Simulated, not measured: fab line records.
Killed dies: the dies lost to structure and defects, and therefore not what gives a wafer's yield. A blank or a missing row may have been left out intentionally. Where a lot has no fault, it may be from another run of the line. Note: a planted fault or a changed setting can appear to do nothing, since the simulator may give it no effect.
Matching of chambers | flow nand_harc | NHARC_P_M0_ETCH_34 on rie_diel-08 has 4 sister chambers
The step etches the open film in N2/H2, target depth 40 nm, overetch 12 nm, time 43.94 s. 14 wafers are shown with their chamber, then 7 later ones without.

== WAFERS PAIRED WITH THEIR CHAMBERS ==
wafer  | chamber | drypump_motor_current_A (A) | rf_vpp_V (V) | oes_product_au (a.u.)
L076.1 | 0       | 5.7                         | 432.2        | 0.991
L076.4 | 3       | 5.6                         | 432.7        | 1.006
L076.6 | 0       | 5.7                         | 432.0        | 1.000
L079.1 | 0       | 5.6                         | 430.9        | 0.992
L079.2 | 2       | 6.0                         | 431.0        | 0.993
L079.6 | 2       | 6.0                         | 432.3        | 0.995
L080.1 | 1       | 5.3                         | 426.8        | 1.002
L080.2 | 0       | 5.7                         | 431.8        | 0.997
L080.3 | 3       | 5.5                         | 430.5        | 1.001
L081.3 | 1       | 5.3                         | 428.5        | 1.000
L081.4 | 3       | 5.6                         | 430.2        | 1.001
L081.6 | 3       | 5.5                         | 431.1        | 1.001
L090.2 | 0       | 5.6                         | 431.1        | 1.004
L090.4 | 0       | 5.7                         | 432.4        | 0.991

SIGNATURES, as means of the wafers listed above
reading                 | chamber 0 | chamber 1 | chamber 2 | chamber 3 | scatter within a chamber
drypump_motor_current_A | 5.667     | 5.300     | 6.000     | 5.550     | 0.0483
rf_vpp_V                | 431.733   | 427.650   | 431.650   | 431.125   | 0.886
oes_product_au          | 0.99583   | 1.00100   | 0.99400   | 1.00225   | 0.00412
Rule: a wafer's distance from a chamber is the root of the sum, over the readings, of the square of ((its reading less the chamber's mean) divided by the reading's scatter). If the next closest chamber is less than 2 further off than the closest, the wafer can't be placed; otherwise it belongs to the closest. The scatter: the root of (the sum of the squares of (reading less its chamber's mean) over the shown wafers, divided by (wafers less chambers)).

== WAFERS WHOSE CHAMBER IS MISSING ==
wafer  | drypump_motor_current_A (A) | rf_vpp_V (V) | oes_product_au (a.u.)
L090.5 | 5.5                         | 429.1        | 1.007
L090.1 | 5.6                         | 431.3        | 1.011
L090.3 | 5.3                         | 427.6        | 0.985
L090.6 | 5.3                         | 426.3        | 0.977
L094.1 | 5.7                         | 432.0        | 1.005
L094.4 | 6.0                         | 431.5        | 0.999
L094.6 | 5.6                         | 431.2        | 1.000

== CHAMBER TAKEN BY EACH ==
wafer  | from the rows above     | in truth
L090.5 | can't be placed: 3 or 1 | 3
L090.1 | can't be placed: 3 or 0 | 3
L090.3 | 1                       | 1
L090.6 | 1                       | 1
L094.1 | can't be placed: 0 or 3 | 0
L094.4 | 2                       | 2
L094.6 | can't be placed: 3 or 0 | 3
Correct placement for 3 of the 7. Cannot be placed on the basis of these rows: 4; the candidates contain the true chamber in 4. Number placed wrongly: 0.
